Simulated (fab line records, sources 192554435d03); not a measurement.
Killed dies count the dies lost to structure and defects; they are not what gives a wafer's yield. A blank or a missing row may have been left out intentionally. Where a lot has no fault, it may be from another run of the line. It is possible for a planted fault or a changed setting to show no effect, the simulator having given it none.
fab line records	flow n5Finfet
[record] lots = 24	wafers = 72	lastDay = 19
route steps=1938 shown ZERO_LAYER@13 PMOS_HMC_CHANNEL_EPI@57 FIN_SAQP@94
lots with no fault: from the same line, run without faults
startH: the number of hours between the record's first day and the start of the first shown wafer of the lot	waitH: hours from the lot's prior step to this one	" the same as in the row above	L1.1+2: a row that stands for several wafers	- value missing, or start not given	* or withheld: withheld	< > ~ a bound
route shown NAME@n: names a module that has steps shown in the file, with the first one's number in the route	usual: mean/standard deviation of fault-free wafers	same: alike in all rows	chamber/n: place in a boat	sites: the reading at each site	_std_site: how widely they spread, as a standard deviation	_edge_site: outer sites' mean less inner sites'	radiusMm: how far each site lies from the wafer's centre	mask NAME#n: copy n	behind: the most recent tool/chamber to have shaped the wafer	hold: why the lot went on hold/how many hours it stayed there/how the hold came to an end	device: the n, p or np transistor that did not switch	end of line: the route-end tests of the same wafers	a step with no rows: only its recipe	killed: count of dies lost to structure and defects at first sort (not the wafer's yield)	map: a wafer's dies, marking killed ones x, the rest . and places with no die _
set.NAME: the setting the step ran with; set.NAME@STEP: the setting that earlier step ran with	model.NAME: the simulator's own value behind a step, which no gauge read
one table for each step of the route and one row for each wafer, over a sample of lots
services: the hour from which a tool's chamber was out of use, counted from the record's first day as startH (under 0 if before that day), plus the number of hours and why
[[steps]]
[step N5_ZERO_LAYER_CD_MEAS_11]
[recipe] targetCdNm = 2000	landingEnergyEv = 500	detector = seInlens
[usual] cdNm = 2000.1/1.7
lot.wafer	tool	chamber	startH	waitH	cdNm
L074.1	cdSem-03	0	12.77	-	2000.8
L074.2	"	0	"	"	2001.8
L074.6	"	0	"	"	2000.5
L075.2	cdSem-03	0	18.67	-	1999.4
L075.3	"	0	"	"	2001.6
L075.5	"	0	"	"	2001.1
L076.3	cdSem-02	0	24.67	-	1999.6
L076.4	"	0	"	"	2000.0
L076.5	"	0	"	"	1999.5
L077.2	cdSem-01	0	30.67	-	2003.2
L077.3	"	0	"	"	2000.1
L077.5	"	0	"	"	2001.6
L078.3	cdSem-03	0	36.64	-	1998.0
L078.4	"	0	"	"	1998.1
L078.6	"	0	"	"	2000.6
L079.1	cdSem-02	0	42.77	-	2001.9
L079.3	"	0	"	"	2002.9
L079.4	"	0	"	"	1997.7
L080.3	cdSem-02	0	48.64	-	1999.1
L080.4	"	0	"	"	1998.5
L080.5	"	0	"	"	1997.0
L081.4	cdSem-03	0	54.73	-	1998.7
L081.5	"	0	"	"	2000.0
L081.6	"	0	"	"	1998.8
L082.1	cdSem-03	0	60.64	-	1997.8
L082.2	"	0	"	"	2000.0
L082.4	"	0	"	"	1998.1
L083.1	cdSem-01	0	66.64	-	2002.3
L083.4	"	0	"	"	2002.0
L083.5	"	0	"	"	2002.7
L084.4	cdSem-03	0	72.79	-	1998.5
L084.5	"	0	"	"	1997.2
L084.6	"	0	"	"	1997.0
L085.1	cdSem-02	0	78.64	-	1998.8
L085.2	"	0	"	"	1996.0
L085.6	"	0	"	"	1999.8
L086.2	cdSem-01	0	84.77	-	2000.8
L086.3	"	0	"	"	2000.5
L086.4	"	0	"	"	2001.0
L087.2	cdSem-03	0	90.65	-	1999.4
L087.3	"	0	"	"	2000.7
L087.4	"	0	"	"	2002.8
L088.1	cdSem-02	0	96.77	-	2000.7
L088.3	"	0	"	"	1999.4
L088.5	"	0	"	"	1999.7
L089.2	cdSem-01	0	102.66	-	2001.5
L089.4	"	0	"	"	2001.5
L089.5	"	0	"	"	1999.9
L090.1	cdSem-01	0	108.66	-	1997.2
L090.2	"	0	"	"	1996.8
L090.4	"	0	"	"	2000.0
L091.2	cdSem-02	0	114.66	-	1998.7
L091.4	"	0	"	"	1998.6
L091.5	"	0	"	"	2000.4
L092.1	cdSem-02	0	120.68	-	1998.3
L092.2	"	0	"	"	2000.9
L092.3	"	0	"	"	1998.5
L093.1	cdSem-01	0	126.83	-	2004.4
L093.2	"	0	"	"	2000.5
L093.4	"	0	"	"	1998.6
L094.2	cdSem-03	0	132.79	-	2001.4
L094.3	"	0	"	"	2000.9
L094.4	"	0	"	"	1997.8
L095.3	cdSem-03	0	138.64	-	2000.1
L095.4	"	0	"	"	1999.4
L095.5	"	0	"	"	2002.9
L096.2	cdSem-01	0	144.67	-	2001.0
L096.3	"	0	"	"	2000.7
L096.5	"	0	"	"	2001.9
L097.2	cdSem-03	0	150.77	-	2000.4
L097.4	"	0	"	"	2002.2
L097.6	"	0	"	"	2001.4
[step N5_ZERO_LAYER_ETCH_17]
[recipe] chemistry = CF4	target = SiO2	targetDepthA = 120	timeS = 13.3	ionEnergyEv = 350	pressureMtorr = 40	sourceW = 450	biasW = 215	Ar_flow_sccm = 100	cf4FlowSccm = 100
[usual] drypumpMotorCurrentA = 6.1/0.49	mfcArSccm = 100.03/0.27	oesProductAu = 0.76/0.056	rfVppV = 948/4.4	showerheadPlenumPTorr = 2.13/0.069	throttleValvePct = 15.70/0.19
lot.wafer	tool	chamber	startH	waitH	drypumpMotorCurrentA	mfcArSccm	oesProductAu	rfHoursCounterH	rfVppV	showerheadPlenumPTorr	throttleValvePct
L074.1	rieDiel-06	2	12.85	0.0	6.7	99.96	0.76	162	944	2.07	15.85
L074.2	"	0	"	"	6.5	100.52	0.69	240	953	2.21	15.81
L074.6	"	2	"	"	6.7	100.09	0.75	-	944	2.07	15.85
L075.2	rieDiel-05	1	18.77	0.0	5.7	100.24	0.73	158	943	2.06	15.87
L075.3	"	3	"	"	5.2	99.71	0.77	147	950	2.16	15.68
L075.5	"	1	"	"	5.7	100.16	0.72	-	943	2.06	15.86
L076.3	rieDiel-05	0	24.95	0.0	5.9	100.25	0.72	227	951	2.21	15.64
L076.4	"	0	"	"	6.0	99.73	0.72	-	953	2.21	15.67
L076.5	"	1	"	"	5.7	100.12	0.72	-	943	2.06	15.88
L077.2	rieDiel-06	0	30.74	0.0	6.5	99.49	0.68	243	951	2.21	15.82
L077.3	"	3	"	"	5.6	99.73	0.78	119	954	2.24	15.75
L077.5	"	2	"	"	6.7	99.92	0.75	-	943	2.07	15.86
L078.3	rieDiel-05	3	36.71	0.0	5.2	99.95	0.77	155	948	2.16	15.72
L078.4	"	1	"	"	5.7	100.22	0.72	-	944	2.06	15.87
L078.6	"	3	"	"	5.2	100.03	0.77	-	947	2.16	15.70
L079.1	rieDiel-06	3	42.89	0.0	5.6	100.53	0.78	123	955	2.24	15.76
L079.3	"	1	"	"	5.8	99.72	0.78	102	945	2.07	15.30
L079.4	"	0	"	"	6.4	99.79	0.70	247	952	2.21	15.83
L080.3	rieDiel-06	3	48.71	0.0	5.6	100.30	0.77	125	955	2.24	15.77
L080.4	"	1	"	"	5.8	99.88	0.77	104	946	2.07	15.31
L080.5	"	0	"	"	6.4	100.07	0.69	-	951	2.21	15.85
L081.4	rieDiel-06	2	55.14	0.0	6.7	99.64	0.75	-	943	2.06	15.87
L081.5	"	3	"	"	5.6	99.60	0.76	-	954	2.24	15.77
L081.6	"	1	"	"	5.8	100.40	0.78	-	943	2.07	15.32
L082.1	rieDiel-02	1	60.81	0.0	5.7	99.77	0.73	140	955	2.23	15.58
L082.2	"	3	"	"	6.5	100.06	0.83	71	945	2.07	15.66
L082.4	"	3	"	"	6.5	100.08	0.84	-	946	2.07	15.66
L083.1	rieDiel-06	2	67.18	0.0	6.7	99.89	0.75	183	943	2.06	15.89
L083.4	"	3	"	"	5.6	100.01	0.76	134	955	2.24	15.80
L083.5	"	1	"	"	5.8	99.70	0.77	-	944	2.07	15.34
L084.4	rieDiel-06	0	73.14	0.0	6.4	100.25	0.97	4	954	2.20	15.33
L084.5	"	1	"	"	5.8	100.36	0.76	-	945	2.07	15.33
L084.6	"	2	"	"	6.7	100.15	0.74	-	944	2.06	15.89
L085.1	rieDiel-02	2	78.86	0.0	5.8	100.05	0.74	183	948	2.12	15.72
L085.2	"	3	"	"	6.5	100.45	0.81	80	945	2.07	15.67
L085.6	"	1	"	"	5.7	99.97	0.72	-	954	2.22	15.62
L086.2	rieDiel-06	2	84.89	0.0	6.7	100.11	0.75	192	943	2.06	15.92
L086.3	"	0	"	"	6.4	99.98	0.96	8	951	2.20	15.35
L086.4	"	1	"	"	5.7	100.01	0.77	121	944	2.06	15.34
L087.2	rieDiel-06	2	90.72	0.0	6.7	100.17	0.74	194	942	2.06	15.90
L087.3	"	0	"	"	6.5	100.26	0.95	9	952	2.20	15.36
L087.4	"	3	"	"	5.5	100.12	0.75	144	954	2.24	15.80
L088.1	rieDiel-02	2	96.84	0.0	5.8	99.39	0.72	189	948	2.12	15.74
L088.3	"	0	"	"	6.5	100.02	0.76	128	948	2.14	15.80
L088.5	"	3	"	"	6.5	100.09	0.81	-	947	2.06	15.67
L089.2	rieDiel-02	2	102.73	0.0	5.9	100.03	0.73	191	950	2.12	15.76
L089.4	"	0	"	"	6.6	99.62	0.76	-	949	2.14	15.83
L089.5	"	3	"	"	6.6	100.35	0.82	-	944	2.06	15.70
L090.1	rieDiel-06	2	109.02	0.0	6.7	99.74	0.73	198	942	2.06	15.90
L090.2	"	0	"	"	6.4	100.16	0.94	14	951	2.20	15.36
L090.4	"	1	"	"	5.8	99.90	0.76	127	943	2.06	15.37
L091.2	rieDiel-05	3	114.76	0.0	5.2	100.37	0.75	171	948	2.15	15.73
L091.4	"	1	"	"	5.7	99.91	0.70	182	942	2.05	15.90
L091.5	"	2	"	"	6.7	100.24	0.72	-	950	2.14	15.68
L092.1	rieDiel-02	2	120.90	0.0	5.8	100.10	0.71	197	949	2.12	15.75
L092.2	"	3	"	"	6.5	100.39	0.80	94	945	2.06	15.72
L092.3	"	1	"	"	5.7	100.10	0.71	156	954	2.22	15.62
L093.1	rieDiel-02	2	126.90	0.0	5.8	99.95	0.72	198	949	2.12	15.75
L093.2	"	3	"	"	6.5	100.27	0.81	95	945	2.06	15.69
L093.4	"	0	"	"	6.5	99.76	0.75	137	947	2.14	15.82
L094.2	rieDiel-05	2	132.86	0.0	6.7	99.81	0.71	212	948	2.13	15.72
L094.3	"	3	"	"	5.2	100.20	0.75	176	949	2.15	15.75
L094.4	"	2	"	"	6.8	99.99	0.71	-	947	2.13	15.72
L095.3	rieDiel-06	2	139.22	0.0	6.7	99.76	0.73	205	942	2.05	15.92
L095.4	"	0	"	"	6.4	99.71	0.93	21	952	2.20	15.39
L095.5	"	2	"	"	6.7	99.77	0.71	-	942	2.05	15.93
L096.2	rieDiel-06	3	144.74	0.0	5.6	99.64	0.74	157	953	2.23	15.83
L096.3	"	2	"	"	6.7	100.13	0.73	207	942	2.05	15.94
L096.5	"	3	"	"	5.6	99.18	0.75	-	954	2.23	15.83
L097.2	rieDiel-02	2	150.84	0.0	5.9	99.51	0.71	205	948	2.12	15.79
L097.4	"	1	"	"	5.7	100.38	0.71	164	954	2.22	15.65
L097.6	"	1	"	"	5.7	100.05	0.70	-	955	2.22	15.64
[step N5_ZERO_LAYER_STRIP_24]
[recipe] chemistry = O2	powerW = 1000	tempC = 250	overashFraction = 0.3	pressureMtorr = 1000	o2FlowSccm = 6750
[usual] drypumpMotorCurrentA = 6.0/0.61	heaterPowerW = 335/27	oesProductAu = 0.647/0.0045	stripTimeToEndpointS = 43.83/0.1	tempC = 250.00/0.21
lot.wafer	tool	chamber	startH	waitH	drypumpMotorCurrentA	heaterPowerW	oesProductAu	rfHoursCounterH	stripTimeToEndpointS	tempC
L074.1	plasmaAsher-01	0	13.03	0.1	5.3	303	0.635	18	43.90	250.35
L074.2	"	1	"	"	6.6	335	0.645	18	43.92	250.54
L074.6	"	1	"	"	6.6	344	0.647	-	43.89	249.85
L075.2	plasmaAsher-01	1	18.94	0.1	6.6	334	0.653	19	43.91	249.94
L075.3	"	1	"	"	6.7	342	0.644	-	43.83	250.10
L075.5	"	0	"	"	5.3	299	0.646	-	43.84	249.71
L076.3	plasmaAsher-02	1	25.14	0.1	6.7	352	0.651	-	43.76	250.11
L076.4	"	0	"	"	5.7	354	0.652	-	43.80	249.77
L076.5	"	1	"	"	6.7	349	0.653	-	43.84	249.75
L077.2	plasmaAsher-01	1	30.93	0.1	6.6	339	0.649	21	43.75	249.71
L077.3	"	0	"	"	5.3	303	0.652	-	43.81	249.99
L077.5	"	1	"	"	6.6	338	0.649	-	43.82	249.68
L078.3	plasmaAsher-01	0	36.91	0.1	5.3	291	0.656	-	43.94	249.90
L078.4	"	1	"	"	6.6	333	0.643	-	43.94	249.95
L078.6	"	1	"	"	6.6	343	0.649	-	44.04	250.06
L079.1	plasmaAsher-01	1	43.07	0.1	6.6	334	0.651	24	43.90	249.93
L079.3	"	0	"	"	5.3	291	0.649	-	43.90	249.77
L079.4	"	1	"	"	6.6	338	0.643	-	43.87	249.83
L080.3	plasmaAsher-02	1	48.91	0.1	6.7	359	0.654	-	43.78	250.24
L080.4	"	0	"	"	5.7	364	0.648	-	43.84	250.12
L080.5	"	0	"	"	5.6	362	0.652	-	43.91	250.10
L081.4	plasmaAsher-01	0	55.31	0.1	5.3	293	0.642	-	43.85	249.82
L081.5	"	1	"	"	6.6	337	0.651	-	43.75	250.17
L081.6	"	0	"	"	5.3	299	0.646	-	43.79	249.44
L082.1	plasmaAsher-01	1	60.98	0.1	6.6	342	0.649	28	43.90	250.10
L082.2	"	0	"	"	5.3	296	0.637	28	43.84	249.74
L082.4	"	1	"	"	6.6	329	0.639	-	43.84	249.80
L083.1	plasmaAsher-01	1	67.35	0.1	6.6	332	0.648	30	43.87	250.08
L083.4	"	1	"	"	6.6	326	0.640	-	43.80	249.80
L083.5	"	1	"	"	6.6	339	0.647	-	43.81	250.10
L084.4	plasmaAsher-01	1	73.33	0.0	6.6	335	0.648	-	43.66	250.21
L084.5	"	0	"	"	5.3	294	0.644	-	43.68	250.02
L084.6	"	1	"	"	6.6	332	0.647	-	43.61	250.17
L085.1	plasmaAsher-01	0	79.04	0.1	5.3	294	0.648	32	43.91	249.92
L085.2	"	1	"	"	6.6	340	0.646	32	43.76	249.89
L085.6	"	1	"	"	6.6	340	0.643	-	43.97	249.83
L086.2	plasmaAsher-02	1	85.07	0.1	6.7	354	0.641	94	43.73	250.04
L086.3	"	1	"	"	6.7	358	0.647	-	43.73	249.92
L086.4	"	0	"	"	5.6	372	0.646	-	43.69	249.83
L087.2	plasmaAsher-02	0	90.90	0.1	5.7	365	0.659	95	43.73	250.14
L087.3	"	1	"	"	6.7	355	0.641	-	43.68	250.14
L087.4	"	0	"	"	5.6	374	0.650	-	43.62	249.99
L088.1	plasmaAsher-01	1	97.02	0.1	6.6	330	0.642	35	43.74	250.02
L088.3	"	0	"	"	5.3	299	0.644	-	43.82	250.06
L088.5	"	1	"	"	6.6	341	0.656	-	43.79	249.94
L089.2	plasmaAsher-02	0	102.91	0.1	5.7	370	0.645	98	43.78	249.65
L089.4	"	0	"	"	5.7	369	0.654	-	43.79	250.06
L089.5	"	0	"	"	5.7	367	0.651	-	43.83	249.78
L090.1	plasmaAsher-01	0	109.20	0.1	5.3	300	0.650	38	43.97	249.82
L090.2	"	1	"	"	6.6	336	0.646	38	43.86	249.89
L090.4	"	0	"	"	5.3	296	0.652	-	43.91	249.66
L091.2	plasmaAsher-01	1	114.93	0.1	6.6	340	0.651	39	43.94	250.11
L091.4	"	0	"	"	5.3	304	0.654	-	43.91	249.88
L091.5	"	0	"	"	5.3	299	0.653	-	43.88	250.05
L092.1	plasmaAsher-02	1	121.09	0.1	6.7	354	0.651	101	43.81	250.41
L092.2	"	0	"	"	5.7	369	0.645	101	43.80	250.04
L092.3	"	0	"	"	5.7	370	0.640	-	43.86	250.21
L093.1	plasmaAsher-02	0	127.08	0.1	5.7	377	0.652	102	43.83	249.59
L093.2	"	1	"	"	6.7	349	0.645	102	43.79	250.29
L093.4	"	1	"	"	6.7	351	0.648	-	43.85	250.01
L094.2	plasmaAsher-01	0	133.04	0.1	5.3	296	0.646	42	44.00	250.07
L094.3	"	1	"	"	6.6	336	0.651	-	43.98	250.28
L094.4	"	0	"	"	5.3	298	0.645	-	44.00	250.28
L095.3	plasmaAsher-02	0	139.42	0.1	5.7	374	0.652	-	43.96	249.95
L095.4	"	1	"	"	6.7	354	0.652	-	43.88	249.93
L095.5	"	1	"	"	6.7	351	0.643	-	43.79	249.86
L096.2	plasmaAsher-02	1	144.92	0.1	6.7	347	0.654	106	43.76	250.03
L096.3	"	0	"	"	5.6	371	0.651	-	43.82	249.81
L096.5	"	0	"	"	5.6	363	0.650	-	43.72	249.71
L097.2	plasmaAsher-02	1	151.02	0.1	6.7	353	0.638	107	43.61	250.06
L097.4	"	1	"	"	6.7	340	0.646	-	43.64	249.86
L097.6	"	1	"	"	6.7	357	0.646	-	43.50	249.85
[step N5_PMOS_HMC_CHANNEL_EPI_HM_DEP_34]
[recipe] material = SiO2	targetThkA = 360	tempC = 400	precursor = TEOS/O2	pressureTorr = 6.5	rfW = 900	teosFlowSccm = 161.4	gas = O2	flowSccm = 2650	timeS = 6.9
[usual] heaterPowerW = 568/91	showerheadPlenumPTorr = 8.32/0.038	susceptorTempC = 400.03/0.22	throttleValvePct = 18.9/0.85
lot.wafer	tool	chamber	startH	waitH	heaterPowerW	showerheadPlenumPTorr	susceptorTempC	throttleValvePct
L074.1	pecvd-01	0	16.86	0.0	647	8.31	400.08	18.0
L074.2	"	1	"	"	685	8.39	400.25	21.1
L074.6	"	1	"	"	523	8.38	400.30	20.8
L075.2	pecvd-04	0	23.25	0.0	580	8.26	400.21	18.8
L075.3	"	2	"	"	554	8.36	400.49	18.8
L075.5	"	2	"	"	560	8.32	400.53	18.8
L076.3	pecvd-03	0	29.26	0.0	522	8.32	400.19	17.9
L076.4	"	1	"	"	691	8.34	399.86	20.1
L076.5	"	0	"	"	501	8.32	400.32	18.4
L077.2	pecvd-03	1	35.21	0.0	631	8.36	400.12	19.9
L077.3	"	1	"	"	635	8.33	399.94	20.2
L077.5	"	1	"	"	633	8.37	399.90	20.1
L078.3	pecvd-01	2	40.97	0.0	734	8.33	400.42	17.8
L078.4	"	0	"	"	656	8.32	400.02	17.9
L078.6	"	2	"	"	710	8.34	400.15	17.6
L079.1	pecvd-03	0	47.06	0.0	496	8.32	399.86	18.5
L079.3	"	0	"	"	497	8.32	400.09	18.6
L079.4	"	1	"	"	592	8.34	399.74	20.0
L080.3	pecvd-03	2	53.40	0.0	564	8.36	399.77	17.7
L080.4	"	1	"	"	732	8.36	400.10	20.0
L080.5	"	2	"	"	557	8.34	399.75	17.9
L081.4	pecvd-04	0	59.18	0.0	629	8.24	400.13	18.7
L081.5	"	1	"	"	419	8.29	400.06	18.7
L081.6	"	2	"	"	544	8.33	399.94	18.7
L082.1	pecvd-04	2	65.25	0.0	523	8.37	399.75	19.0
L082.2	"	1	"	"	481	8.34	400.61	19.1
L082.4	"	1	"	"	487	8.29	400.15	19.1
L083.1	pecvd-04	1	71.42	0.0	419	8.31	400.27	19.3
L083.4	"	0	"	"	503	8.24	400.00	18.8
L083.5	"	1	"	"	423	8.31	399.91	19.2
L084.4	pecvd-03	0	77.36	0.0	499	8.33	400.35	18.4
L084.5	"	2	"	"	611	8.34	400.26	17.8
L084.6	"	1	"	"	585	8.36	400.19	19.9
L085.1	pecvd-03	2	82.64	0.0	700	8.35	400.26	17.7
L085.2	"	1	"	"	732	8.33	400.30	20.2
L085.6	"	0	"	"	425	8.29	399.72	18.4
L086.2	pecvd-04	2	88.82	0.0	561	8.33	400.09	19.0
L086.3	"	1	"	"	447	8.30	400.34	18.9
L086.4	"	2	"	"	567	8.32	399.87	19.1
L087.2	pecvd-01	1	94.64	0.0	611	8.36	400.23	20.9
L087.3	"	2	"	"	744	8.34	400.04	18.1
L087.4	"	1	"	"	618	8.39	400.02	20.9
L088.1	pecvd-01	0	100.71	0.0	659	8.35	399.72	17.9
L088.3	"	2	"	"	739	8.33	400.02	18.1
L088.5	"	2	"	"	721	8.34	400.13	18.1
L089.2	pecvd-03	1	106.51	0.0	735	8.38	400.05	19.6
L089.4	"	0	"	"	483	8.31	399.87	18.4
L089.5	"	1	"	"	714	8.34	400.21	19.9
L090.1	pecvd-03	0	112.97	0.0	519	8.31	400.22	18.5
L090.2	"	1	"	"	687	8.35	399.67	20.1
L090.4	"	0	"	"	513	8.33	400.04	18.4
L091.2	pecvd-04	1	118.61	0.0	485	8.29	400.09	18.9
L091.4	"	0	"	"	485	8.28	399.99	18.8
L091.5	"	2	"	"	532	8.35	400.10	18.7
L092.1	pecvd-04	0	125.03	0.0	468	8.26	400.14	18.5
L092.2	"	2	"	"	522	8.33	399.27	19.1
L092.3	"	1	"	"	471	8.31	399.96	19.1
L093.1	pecvd-01	0	131.07	0.0	560	8.30	400.20	17.9
L093.2	"	1	"	"	629	8.36	399.93	21.1
L093.4	"	0	"	"	561	8.34	399.84	17.5
L094.2	pecvd-04	2	136.83	0.0	490	8.35	399.83	18.7
L094.3	"	1	"	"	480	8.32	400.01	18.9
L094.4	"	1	"	"	480	8.28	399.78	19.2
L095.3	pecvd-04	0	143.37	0.0	624	8.24	400.24	18.8
L095.4	"	0	"	"	617	8.24	399.88	18.7
L095.5	"	1	"	"	470	8.30	399.69	19.0
L096.2	pecvd-04	0	148.73	0.0	559	8.25	399.59	18.7
L096.3	"	1	"	"	502	8.30	399.94	19.2
L096.5	"	0	"	"	561	8.24	399.96	18.6
L097.2	pecvd-04	0	155.12	0.0	608	8.25	400.15	18.8
L097.4	"	2	"	"	558	8.35	400.22	19.0
L097.6	"	0	"	"	596	8.26	400.52	18.5
[step N5_PMOS_HMC_CHANNEL_EPI_THK_MEAS_22]
[recipe] reads = SiGe30_of_PMOS_HMC_CHANNEL_EPI_EPI_20
[usual] HMC_CMP_THK = 53.9/1
lot.wafer	tool	chamber	startH	waitH	HMC_CMP_THK[nm]
L074.1	filmMetro-02	-	19.73	-	53.8
L074.2	"	-	"	"	53.8
L074.6	"	-	"	"	53.7
L075.2	filmMetro-02	-	26.10	-	53.1
L075.3	"	-	"	"	55.8
L075.5	"	-	"	"	53.0
L076.3	filmMetro-02	-	32.17	-	53.6
L076.4	"	-	"	"	52.9
L076.5	"	-	"	"	53.9
L077.2	filmMetro-02	-	38.01	-	52.4
L077.3	"	-	"	"	53.0
L077.5	"	-	"	"	52.7
L078.3	filmMetro-01	-	43.60	-	54.4
L078.4	"	-	"	"	53.8
L078.6	"	-	"	"	54.8
L079.1	filmMetro-01	-	49.97	-	54.4
L079.3	"	-	"	"	53.3
L079.4	"	-	"	"	52.5
L080.3	filmMetro-01	-	56.69	-	55.1
L080.4	"	-	"	"	54.5
L080.5	"	-	"	"	55.1
L081.4	filmMetro-02	-	61.96	-	55.6
L081.5	"	-	"	"	54.3
L081.6	"	-	"	"	54.5
L082.1	filmMetro-02	-	68.41	-	55.8
L082.2	"	-	"	"	52.7
L082.4	"	-	"	"	52.2
L083.1	filmMetro-02	-	75.57	-	53.4
L083.4	"	-	"	"	53.9
L083.5	"	-	"	"	54.1
L084.4	filmMetro-02	-	80.24	-	52.6
L084.5	"	-	"	"	52.7
L084.6	"	-	"	"	53.7
L085.1	filmMetro-01	-	86.49	-	53.3
L085.2	"	-	"	"	53.8
L085.6	"	-	"	"	55.9
L086.2	filmMetro-01	-	91.59	-	53.8
L086.3	"	-	"	"	54.2
L086.4	"	-	"	"	52.4
L087.2	filmMetro-01	-	97.39	-	53.2
L087.3	"	-	"	"	51.9
L087.4	"	-	"	"	53.6
L088.1	filmMetro-01	-	103.51	-	53.3
L088.3	"	-	"	"	52.2
L088.5	"	-	"	"	52.4
L089.2	filmMetro-02	-	109.27	-	53.6
L089.4	"	-	"	"	53.8
L089.5	"	-	"	"	53.5
L090.1	filmMetro-01	-	115.74	-	53.5
L090.2	"	-	"	"	53.7
L090.4	"	-	"	"	53.6
L091.2	filmMetro-02	-	121.37	-	53.9
L091.4	"	-	"	"	52.6
L091.5	"	-	"	"	54.2
L092.1	filmMetro-02	-	127.68	-	53.3
L092.2	"	-	"	"	53.7
L092.3	"	-	"	"	54.1
L093.1	filmMetro-02	-	133.86	-	53.7
L093.2	"	-	"	"	54.1
L093.4	"	-	"	"	53.1
L094.2	filmMetro-01	-	139.67	-	54.1
L094.3	"	-	"	"	53.9
L094.4	"	-	"	"	53.9
L095.3	filmMetro-02	-	146.00	-	54.6
L095.4	"	-	"	"	54.1
L095.5	"	-	"	"	54.7
L096.2	filmMetro-01	-	151.48	-	54.2
L096.3	"	-	"	"	53.3
L096.5	"	-	"	"	53.9
L097.2	filmMetro-01	-	157.77	-	54.6
L097.4	"	-	"	"	54.5
L097.6	"	-	"	"	54.8
[step N5_FIN_SAQP_ALD_61]
[recipe] material = SiO2	targetThkA = 40	tempC = 300	aldPrecursorFamily = BDEAS	aldCoReactant = O2-plasma	pulseTimeS = 1	purgeTimeS = 2	coReactantPurgeTimeS = 2	aldCycles = 43	pressureTorr = 2
[usual] heaterPowerW = 453/26	precursorPulseHeightRel = 1.004/0.021	susceptorTempC = 299.98/0.2
lot.wafer	tool	chamber	startH	waitH	heaterPowerW	precursorPulseHeightRel	susceptorTempC
L074.1	aldSin-03	1	20.40	0.1	460	1.010	299.74
L074.2	"	0	"	"	435	1.014	299.92
L074.6	"	1	"	"	459	0.996	299.69
L075.2	aldSin-03	3	26.95	0.2	452	1.025	300.27
L075.3	"	0	"	"	428	0.989	299.84
L075.5	"	0	"	"	437	0.983	300.00
L076.3	aldSin-03	1	33.89	1.1	465	1.036	299.74
L076.4	"	0	"	"	429	1.027	300.10
L076.5	"	0	"	"	433	1.039	299.94
L077.2	aldSin-03	2	38.61	0.0	491	0.987	299.62
L077.3	"	3	"	"	460	1.000	300.16
L077.5	"	2	"	"	488	0.989	299.75
L078.3	aldSin-03	3	44.73	0.6	468	0.982	300.01
L078.4	"	2	"	"	500	0.987	299.74
L078.6	"	1	"	"	464	0.978	300.00
L079.1	aldSin-01	1	50.67	0.0	394	0.995	299.88
L079.3	"	2	"	"	474	0.991	299.83
L079.4	"	3	"	"	419	1.036	300.02
L080.3	aldSin-01	0	57.29	0.0	491	0.940	300.13
L080.4	"	2	"	"	453	0.987	300.24
L080.5	"	1	"	"	403	1.002	299.87
L081.4	aldSin-03	1	62.94	0.3	462	0.974	300.21
L081.5	"	3	"	"	461	1.027	299.86
L081.6	"	2	"	"	487	1.011	299.65
L082.1	aldSin-03	0	69.01	0.0	434	1.004	300.06
L082.2	"	3	"	"	467	0.989	299.85
L082.4	"	2	"	"	511	0.984	299.86
L083.1	aldSin-04	1	76.17	0.0	451	0.993	300.14
L083.4	"	3	"	"	442	0.984	299.81
L083.5	"	1	"	"	443	1.040	300.15
L084.4	aldSin-04	0	81.35	0.4	406	1.023	300.07
L084.5	"	1	"	"	451	0.994	299.73
L084.6	"	0	"	"	410	1.004	300.28
L085.1	aldSin-03	0	87.09	0.0	444	1.035	299.73
L085.2	"	2	"	"	496	1.025	300.07
L085.6	"	0	"	"	427	1.018	299.84
L086.2	aldSin-04	1	92.19	0.0	450	1.007	299.55
L086.3	"	0	"	"	425	0.989	300.19
L086.4	"	2	"	"	426	1.006	299.69
L087.2	aldSin-04	1	99.67	1.7	446	0.971	300.09
L087.3	"	0	"	"	418	1.017	300.39
L087.4	"	2	"	"	417	1.049	299.72
L088.1	aldSin-03	2	104.12	0.0	511	1.018	299.82
L088.3	"	3	"	"	460	1.016	299.76
L088.5	"	0	"	"	438	1.005	300.04
L089.2	aldSin-03	1	109.88	0.0	446	1.033	299.72
L089.4	"	3	"	"	456	1.030	299.88
L089.5	"	0	"	"	439	0.992	300.09
L090.1	aldSin-03	3	116.34	0.0	472	0.991	299.97
L090.2	"	2	"	"	480	0.999	300.15
L090.4	"	0	"	"	439	1.013	300.09
L091.2	aldSin-04	1	122.07	0.0	439	0.998	299.95
L091.4	"	1	"	"	446	1.021	299.93
L091.5	"	2	"	"	428	0.997	300.05
L092.1	aldSin-03	0	128.29	0.0	429	0.997	300.23
L092.2	"	3	"	"	458	0.988	300.16
L092.3	"	2	"	"	487	1.041	299.96
L093.1	aldSin-04	1	134.51	0.0	456	1.042	300.35
L093.2	"	2	"	"	409	1.040	299.80
L093.4	"	3	"	"	461	1.006	300.07
L094.2	aldSin-03	3	140.27	0.0	459	1.014	299.82
L094.3	"	1	"	"	459	1.006	299.97
L094.4	"	2	"	"	499	0.989	299.83
L095.3	aldSin-03	3	146.90	0.3	455	1.022	300.37
L095.4	"	2	"	"	494	0.982	300.12
L095.5	"	2	"	"	490	0.977	299.67
L096.2	aldSin-01	1	152.31	0.3	404	1.018	299.97
L096.3	"	2	"	"	474	0.979	299.59
L096.5	"	1	"	"	406	0.994	300.23
L097.2	aldSin-01	2	159.00	0.6	459	1.017	300.26
L097.4	"	0	"	"	485	0.991	300.15
L097.6	"	1	"	"	407	0.989	299.72
[[services]]
tool	chamber	startH	hours	kind
pecvd-01	-	-9.51	0.9	repair
aldSin-04	-	-6.25	14.0	pm
rieDiel-05	2	12.15	5.4	repair
plasmaAsher-01	-	14.00	2.6	repair
pecvd-03	0	15.37	4.8	repair
aldSin-04	-	21.17	0.7	repair
rieDiel-06	0	22.45	3.3	repair
rieDiel-05	2	23.83	1.7	repair
pecvd-01	1	25.92	5.0	repair
rieDiel-02	3	30.39	2.3	repair
rieDiel-05	2	30.47	19.7	repair
pecvd-01	1	37.37	6.6	repair
rieDiel-05	-	51.87	28.1	pm
rieDiel-02	0	52.41	13.2	repair
pecvd-01	-	56.20	2.8	pm
pecvd-01	-	60.20	1.2	repair
aldSin-04	3	64.33	5.4	repair
pecvd-04	-	68.51	1.5	repair
pecvd-03	-	79.11	2.8	pm
rieDiel-02	1	93.14	16.4	repair
aldSin-03	-	96.05	0.8	pm
pecvd-03	-	105.77	0.7	repair
plasmaAsher-02	-	129.60	2.3	repair
pecvd-03	-	130.46	0.9	repair
[[key]]
fault none
